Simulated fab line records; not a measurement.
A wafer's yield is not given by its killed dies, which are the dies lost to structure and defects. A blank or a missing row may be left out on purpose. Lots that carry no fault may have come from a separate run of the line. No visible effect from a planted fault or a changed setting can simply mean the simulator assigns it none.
Split-lot study / flow n5-finfet / 7 lots, 39 wafers read, on a route of 1938 steps

ABOUT THE SPLIT
At N5_SD_EPI_N_EPI_21 (deposits Si:P, time 690 s), the setting epi-growth-time-s was moved away from the recipe's 690 s on 18 of the 39 wafers read, by -53.1% to +26.9%. The other wafers ran this setting at the recipe's value.

FROM THE SPLIT TO THE READING: what the file shows between them, 6 steps
- N5_SD_EPI_N_EPI_MEAS_23
- N5_SD_EPI_N_PRECLEAN_24: cleans in O3/DIW, time 60 s
- N5_SD_EPI_N_SRD_25: time 30 s
- N5_SD_EPI_N_PRECLEAN_49: cleans in NF3:NH3, afs cycles 1, time 20 s, sublimation time 60 s
- N5_SD_ACTIVATION_RTA_00: time 0 s
- N5_SD_ACTIVATION_LSA_01: time 0.0008 s

THE READING
Measured at N5_SD_ACTIVATION_RS_MEAS_03 by four-point probe: RS_SD_N, in ohm/sq. A value of 21.81 ohm/sq with a standard deviation of 0.28 ohm/sq is what fault-free wafers of this fab line usually give.

wafer=L074.1; tool, chamber at the split=epi-rpcvd-04, 0; epi-growth-time-s as run, s=690; against the recipe=recipe; RS_SD_N, ohm/sq=21.38; against lot-mates on the recipe=-
wafer=L074.2; tool, chamber at the split=epi-rpcvd-04, 0; epi-growth-time-s as run, s=690; against the recipe=recipe; RS_SD_N, ohm/sq=21.44; against lot-mates on the recipe=-
wafer=L074.3; tool, chamber at the split=epi-rpcvd-04, 0; epi-growth-time-s as run, s=841.2; against the recipe=+21.9%; RS_SD_N, ohm/sq=18.83; against lot-mates on the recipe=-2.66
wafer=L074.4; tool, chamber at the split=epi-rpcvd-04, 0; epi-growth-time-s as run, s=841.2; against the recipe=+21.9%; RS_SD_N, ohm/sq=18.75; against lot-mates on the recipe=-2.74
wafer=L074.5; tool, chamber at the split=epi-rpcvd-04, 0; epi-growth-time-s as run, s=690; against the recipe=recipe; RS_SD_N, ohm/sq=21.65; against lot-mates on the recipe=-
wafer=L074.6; tool, chamber at the split=epi-rpcvd-04, 0; epi-growth-time-s as run, s=841.2; against the recipe=+21.9%; RS_SD_N, ohm/sq=18.84; against lot-mates on the recipe=-2.65
wafer=L075.1; tool, chamber at the split=epi-rpcvd-02, 0; epi-growth-time-s as run, s=381.1; against the recipe=-44.8%; RS_SD_N, ohm/sq=36.84; against lot-mates on the recipe=+14.90
wafer=L075.2; tool, chamber at the split=epi-rpcvd-02, 0; epi-growth-time-s as run, s=381.1; against the recipe=-44.8%; RS_SD_N, ohm/sq=36.41; against lot-mates on the recipe=+14.47
wafer=L075.3; tool, chamber at the split=epi-rpcvd-02, 0; epi-growth-time-s as run, s=690; against the recipe=recipe; RS_SD_N, ohm/sq=22.09; against lot-mates on the recipe=-
wafer=L075.4; tool, chamber at the split=epi-rpcvd-02, 0; epi-growth-time-s as run, s=381.1; against the recipe=-44.8%; RS_SD_N, ohm/sq=37.08; against lot-mates on the recipe=+15.14
wafer=L075.5; tool, chamber at the split=epi-rpcvd-02, 0; epi-growth-time-s as run, s=690; against the recipe=recipe; RS_SD_N, ohm/sq=21.67; against lot-mates on the recipe=-
wafer=L075.6; tool, chamber at the split=epi-rpcvd-02, 0; epi-growth-time-s as run, s=690; against the recipe=recipe; RS_SD_N, ohm/sq=22.07; against lot-mates on the recipe=-
wafer=L080.1; tool, chamber at the split=epi-rpcvd-04, 0; epi-growth-time-s as run, s=690; against the recipe=recipe; RS_SD_N, ohm/sq=22.27; against lot-mates on the recipe=-
wafer=L080.2; tool, chamber at the split=epi-rpcvd-04, 0; epi-growth-time-s as run, s=690; against the recipe=recipe; RS_SD_N, ohm/sq=22.00; against lot-mates on the recipe=-
wafer=L080.3; tool, chamber at the split=epi-rpcvd-04, 0; epi-growth-time-s as run, s=323.3; against the recipe=-53.1%; RS_SD_N, ohm/sq=44.14; against lot-mates on the recipe=+22.01
wafer=L080.4; tool, chamber at the split=epi-rpcvd-04, 0; epi-growth-time-s as run, s=323.3; against the recipe=-53.1%; RS_SD_N, ohm/sq=44.00; against lot-mates on the recipe=+21.87
wafer=L080.5; tool, chamber at the split=epi-rpcvd-04, 0; epi-growth-time-s as run, s=690; against the recipe=recipe; RS_SD_N, ohm/sq=22.12; against lot-mates on the recipe=-
wafer=L080.6; tool, chamber at the split=epi-rpcvd-04, 0; epi-growth-time-s as run, s=323.3; against the recipe=-53.1%; RS_SD_N, ohm/sq=43.75; against lot-mates on the recipe=+21.62
wafer=L083.1; tool, chamber at the split=epi-rpcvd-03, 0; epi-growth-time-s as run, s=875.9; against the recipe=+26.9%; RS_SD_N, ohm/sq=17.96; against lot-mates on the recipe=-3.72
wafer=L083.2; tool, chamber at the split=epi-rpcvd-03, 0; epi-growth-time-s as run, s=875.9; against the recipe=+26.9%; RS_SD_N, ohm/sq=18.18; against lot-mates on the recipe=-3.50
wafer=L083.3; tool, chamber at the split=epi-rpcvd-03, 0; epi-growth-time-s as run, s=690; against the recipe=recipe; RS_SD_N, ohm/sq=21.48; against lot-mates on the recipe=-
wafer=L083.4; tool, chamber at the split=epi-rpcvd-03, 0; epi-growth-time-s as run, s=875.9; against the recipe=+26.9%; RS_SD_N, ohm/sq=18.49; against lot-mates on the recipe=-3.19
wafer=L083.5; tool, chamber at the split=epi-rpcvd-03, 0; epi-growth-time-s as run, s=690; against the recipe=recipe; RS_SD_N, ohm/sq=22.01; against lot-mates on the recipe=-
wafer=L083.6; tool, chamber at the split=epi-rpcvd-03, 0; epi-growth-time-s as run, s=690; against the recipe=recipe; RS_SD_N, ohm/sq=21.55; against lot-mates on the recipe=-
wafer=L084.1; tool, chamber at the split=epi-rpcvd-02, 0; epi-growth-time-s as run, s=349; against the recipe=-49.4%; RS_SD_N, ohm/sq=39.84; against lot-mates on the recipe=+18.16
wafer=L084.2; tool, chamber at the split=epi-rpcvd-02, 0; epi-growth-time-s as run, s=690; against the recipe=recipe; RS_SD_N, ohm/sq=21.61; against lot-mates on the recipe=-
wafer=L084.3; tool, chamber at the split=epi-rpcvd-02, 0; epi-growth-time-s as run, s=690; against the recipe=recipe; RS_SD_N, ohm/sq=21.62; against lot-mates on the recipe=-
wafer=L084.4; tool, chamber at the split=epi-rpcvd-02, 0; epi-growth-time-s as run, s=349; against the recipe=-49.4%; RS_SD_N, ohm/sq=40.47; against lot-mates on the recipe=+18.79
wafer=L084.5; tool, chamber at the split=epi-rpcvd-02, 0; epi-growth-time-s as run, s=349; against the recipe=-49.4%; RS_SD_N, ohm/sq=39.34; against lot-mates on the recipe=+17.66
wafer=L084.6; tool, chamber at the split=epi-rpcvd-02, 0; epi-growth-time-s as run, s=690; against the recipe=recipe; RS_SD_N, ohm/sq=21.80; against lot-mates on the recipe=-
wafer=L088.3; tool, chamber at the split=epi-rpcvd-03, 0; epi-growth-time-s as run, s=690; against the recipe=recipe; RS_SD_N, ohm/sq=21.51; against lot-mates on the recipe=-
wafer=L088.5; tool, chamber at the split=epi-rpcvd-03, 0; epi-growth-time-s as run, s=690; against the recipe=recipe; RS_SD_N, ohm/sq=21.69; against lot-mates on the recipe=-
wafer=L088.6; tool, chamber at the split=epi-rpcvd-03, 0; epi-growth-time-s as run, s=690; against the recipe=recipe; RS_SD_N, ohm/sq=21.54; against lot-mates on the recipe=-
wafer=L096.1; tool, chamber at the split=epi-rpcvd-03, 0; epi-growth-time-s as run, s=421.7; against the recipe=-38.9%; RS_SD_N, ohm/sq=32.52; against lot-mates on the recipe=+10.83
wafer=L096.2; tool, chamber at the split=epi-rpcvd-03, 0; epi-growth-time-s as run, s=690; against the recipe=recipe; RS_SD_N, ohm/sq=21.87; against lot-mates on the recipe=-
wafer=L096.3; tool, chamber at the split=epi-rpcvd-03, 0; epi-growth-time-s as run, s=690; against the recipe=recipe; RS_SD_N, ohm/sq=21.85; against lot-mates on the recipe=-
wafer=L096.4; tool, chamber at the split=epi-rpcvd-03, 0; epi-growth-time-s as run, s=421.7; against the recipe=-38.9%; RS_SD_N, ohm/sq=33.17; against lot-mates on the recipe=+11.48
wafer=L096.5; tool, chamber at the split=epi-rpcvd-03, 0; epi-growth-time-s as run, s=421.7; against the recipe=-38.9%; RS_SD_N, ohm/sq=33.09; against lot-mates on the recipe=+11.40
wafer=L096.6; tool, chamber at the split=epi-rpcvd-03, 0; epi-growth-time-s as run, s=690; against the recipe=recipe; RS_SD_N, ohm/sq=21.36; against lot-mates on the recipe=-

FIT RESULTS
A straight line over all 39 wafers: RS_SD_N changes by -0.317 ohm/sq for each +1% of epi-growth-time-s; r = -0.97; the points scatter about the line by 2.2 ohm/sq.
The same after taking each lot's own level away (the mean of its wafers on the recipe; 39 wafers): -0.314 ohm/sq for each +1%; r = -0.97; scatter 2.1 ohm/sq.
Per that fit: largest epi-growth-time-s move, reading shift of 17 ohm/sq.
Measured against the standard deviation above, the lots' own levels, which go from 21.490 to 22.130 ohm/sq, span 2.3 times it.
Hence the lot-to-lot level has little effect on the slope; both slopes agree.
Check: for one of the wafers moved furthest among these (-53.1%), held out of the fit, the line's prediction against its lot-mates is +17.5 ohm/sq. Against them it came out at +22 ohm/sq.

ADDITIONAL SPLITS CARRIED BY THESE WAFERS
Before the reading, these wafers also passed through other splits. Each is held against what the fit with the lots' levels taken away leaves over:
other split on the same wafers=N5_FIN_SAQP_HM_DEP_03 time-s; wafers away from the commonest value=18; r with RS_SD_N (lot level and that fit taken away)=+0.25

THE WHOLE CHAIN: every reading that the file lists as answering this split, in the file's order
step=N5_SD_EPI_N_EPI_21; what it does=deposits Si:P, time 690 s; reading=Si-P_of_SD_EPI_N_EPI_21.thk-nm (the simulator's own value, which no gauge read); change (the file's fit)=+0.527 nm for each +1% of the setting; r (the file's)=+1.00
step=N5_SD_EPI_N_EPI_MEAS_23; what it does=; reading=thk-nm; change (the file's fit)=withheld for each +1% of the setting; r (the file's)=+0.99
step=N5_SD_EPI_N_PRECLEAN_24; what it does=cleans in O3/DIW, time 60 s; reading=Si-P_of_SD_EPI_N_EPI_21.thk-nm (the simulator's own value, which no gauge read); change (the file's fit)=+0.523 nm for each +1% of the setting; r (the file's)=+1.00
step=N5_SD_ACTIVATION_RS_MEAS_03; what it does=measures by four-point-probe; reading=RS_SD_N; change (the file's fit)=-0.332 for each +1% of the setting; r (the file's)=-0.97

THE FILE'S OWN FIT
RS_SD_N changes by -0.332 ohm/sq for each +1% of epi-growth-time-s, r = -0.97.
